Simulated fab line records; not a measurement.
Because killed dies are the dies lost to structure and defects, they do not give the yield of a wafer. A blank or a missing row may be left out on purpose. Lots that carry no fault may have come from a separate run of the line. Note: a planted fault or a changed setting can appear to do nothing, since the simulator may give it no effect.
A struck lot beside a sound one :: flow n5_finfet :: 36 steps out of a route of 1938
Sound: these wafers, L716.1, L716.2, L716.4. Wafers struck: L726.2, L726.3, L726.6. At the end, the cause is stated.
Per side, at each step with rows, come the tool, then ch with its chambers, and then its first start. Under that, the readings that differ: sound wafers :: struck wafers :: difference of the means :: sigmas: that difference in standard deviations of wafers without a fault.
alike: readings whose means differ by less than 2 such deviations, and words and numbers that are the same on both sides. not compared: withheld readings, readings that some wafer has no value for, bounds like >300 that may hide the same value, and numbers for which the record gives no deviation and whose values overlap.
A row with sigmas, a row that says differs or no value, or rows on one side alone: a step with any of these is where the two part. Numbers that don't overlap but have no deviation are shown without sigmas and don't part them. A reading that every wafer of one side lacks parts them only if that side has two wafers or more.

first, 11 steps without rows for these wafers: N5_FIN_CUT_PRECLEAN_35 (cleans in vHF, time 13.3 s); N5_FIN_CUT_CUT_ETCH_15 (etches Si in HBr/Cl2/O2, target depth 100 nm, bt time 10 s, time 42.4 s); N5_FIN_CUT_CUT_ETCH_28 (etches Si in HBr/Cl2/O2, target depth 6 nm, time 2.4 s); N5_FIN_CUT_STRIP_22 (strips in N2/H2); N5_FIN_CUT_PRECLEAN_36 (cleans in O3/DIW, time 60 s); N5_FIN_CUT_SRD_32 (time 30 s); N5_FIN_CUT_UV_OZONE_34 (time 120 s); N5_STI_FIN_REVEAL_ALD_00 (deposits SiO2, target thk 1 nm, pulse time 1 s); N5_STI_FIN_REVEAL_ALD_14 (deposits Si3N4, target thk 3 nm); N5_STI_FIN_REVEAL_FCVD_FILL_01 (material SiO2 flowable, target thk 312 nm, time 512.2 s); N5_STI_FIN_REVEAL_DENSIFY_02 (time 1800 s).
N5_STI_FIN_REVEAL_CMP_04: polishes, stops on Si3N4, t overpolish 4 s, target thk 131.83 nm.
  sound on cmp-01 ch 0,1,3, day 3 03:29; struck on cmp-03 ch 1,2,3, day 5 19:45
  no value came back on the struck wafers for any of 5 readings (edge_zone_pressure_frac, head_pressure_psi (psi) and others); on the sound wafers edge_zone_pressure_frac reads 1.000 0.994 1.000
reading: model.SiO2_flowable_of_STI_FIN_REVEAL_FCVD_FILL_01.thk_nm (nm)
sound: 131.8 132.6 133
struck: 315.4 313.6 313.4
difference: +181.7
sigmas: 
N5_STI_FIN_REVEAL_THK_MEAS_05:
  sound on film_metro-02 at day 3 03:44; struck on film_metro-01 at day 5 20:02
reading: thk_nm (nm)
sound: 131.7 132.5 132.8
struck: 315.3 313.6 313.4
difference: +181.8
sigmas: +99 or more
then, 1 step without rows for these wafers: N5_STI_FIN_REVEAL_DENSIFY_30.
N5_STI_FIN_REVEAL_ETCHBACK_08: etches SiO2 in C4F6/O2, target depth 30.5 nm, time 10.167 s.
  sound on rie_diel-03 ch 0,2,3, day 3 03:59; struck on rie_diel-03 ch 0,2,3, day 5 20:29
reading: oes_product_au (a.u.)
sound: 0.70 0.75 0.70
struck: 1.22 1.12 1.12
difference: +0.44
sigmas: +6

reading: throttle_valve_pct (%)
sound: 21.13 20.87 21.19
struck: 21.36 21.58 21.62
difference: +0.46
sigmas: +3
  alike: C4F6_flow_sccm, bias_w, drypump_motor_current_A, rf_fwd_power_W, rf_vpp_V, showerhead_plenum_p_Torr
  not compared: rf_hours_counter_h
then, 18 steps without rows for these wafers: N5_STI_FIN_REVEAL_STRIP_24 (strips in N2/H2, time 90 s); N5_STI_FIN_REVEAL_PRECLEAN_25 (cleans in SPM, time 90 s); N5_STI_FIN_REVEAL_PRECLEAN_26 (cleans in SC1, time 45 s); N5_STI_FIN_REVEAL_PRECLEAN_29 (cleans in DHF, time 30 s); N5_STI_FIN_REVEAL_SRD_12 (time 30 s); N5_STI_FIN_REVEAL_RECESS_09 (chemistry HF/NH3, target SiO2, afs cycles 11, target depth 42.5 nm, sublimation time 60 s); N5_STI_FIN_REVEAL_STRIP_16 (strips SiNx in H3PO4, target depth 23.8 nm); N5_STI_FIN_REVEAL_PRECLEAN_17 (cleans in NF3:NH3, afs cycles 1, time 20 s, sublimation time 60 s); N5_STI_FIN_REVEAL_ETCH_34 (etches Si in H2, material Si, target depth 0.97 nm); N5_STI_FIN_REVEAL_OXIDATION_31 (chemistry O2 PLASMA REMOTE, time 20 s); N5_STI_FIN_REVEAL_PRECLEAN_32 (cleans in NF3:NH3, afs cycles 1, time 20 s, sublimation time 60 s); N5_STI_FIN_REVEAL_STRIP_35 (strips Si3N4 in H3PO4, target depth 4 nm, time 39 s); N5_STI_FIN_REVEAL_SRD_21 (time 30 s); N5_STI_FIN_REVEAL_OXIDATION_33 (chemistry O2 PLASMA REMOTE, time 20 s); N5_STI_FIN_REVEAL_CLEAN_19 (cleans in O3/DIW, time 120 s); N5_STI_FIN_REVEAL_SRD_23 (time 30 s); N5_STI_FIN_REVEAL_PRECLEAN_18 (cleans in SC2, time 45 s); N5_STI_FIN_REVEAL_SRD_28 (time 30 s).
N5_STI_FIN_REVEAL_INSPECT_13: inspects for defects (darkfield).
  sound on defect_inspect-02 at day 3 07:02; struck on defect_inspect-02 at day 5 23:31
reading: raw_defect_count
sound: 14 14 14
struck: 95 100 107
difference: +87
sigmas: +17
N5_BEOL_M4_RC_MEAS_101:
  the record has rows for the sound wafers here (prober-02 ch 0, day 8 20:43) and none for the struck ones
-- record jumps: 11 days separate the struck wafers' starts on either side; left off in module BEOL_M4, taken up again in module PASSIVATION, whose first shown step is the route's number 1936 --
N5_PASSIVATION_PROBE_49:
  sound on prober-02 at day 13 14:37; struck on prober-01 at day 16 20:39
reading: defect_limited_yield (%)
sound: 90.4 90.7 91.4
struck: 0 0 0
difference: -91
sigmas: -70

reading: killed_at_front_end
sound: 31 49 44
struck: 1142 1117 1120
difference: +1085
sigmas: +99

reading: killed_dies
sound: 113 110 102
struck: 1180 1180 1180
difference: +1072
sigmas: +71

reading: killed_on_rim
sound: 14 16 9
struck: 152 152 152
difference: +139
sigmas: +35

reading: sort_bin_5_function (%)
sound: 5.3 5.6 4.9
struck: 96.7 96.2 94.8
difference: +90.6
sigmas: +99 or more

reading: sort_bin_8_speed (%)
sound: 0 0.34 0
struck: 0 0 0
difference: +0
sigmas: -4

reading: sort_n_pass
sound: 1067 1066 1078
struck: 0 0 0
difference: -1070
sigmas: -71

reading: sort_yield_pct (%)
sound: 90.4 90.3 91.4
struck: 0 0 0
difference: -91
sigmas: -70
  alike: killed_at_M0_to_M3, killed_at_M4_up, killed_at_contacts, killed_at_other, killed_open, killed_short, sort_bin_6_memory

== WHERE THEY PART ==
At N5_STI_FIN_REVEAL_CMP_04 first; at N5_PASSIVATION_PROBE_49 last (within this record only).

WHY: what had been put in by the simulator
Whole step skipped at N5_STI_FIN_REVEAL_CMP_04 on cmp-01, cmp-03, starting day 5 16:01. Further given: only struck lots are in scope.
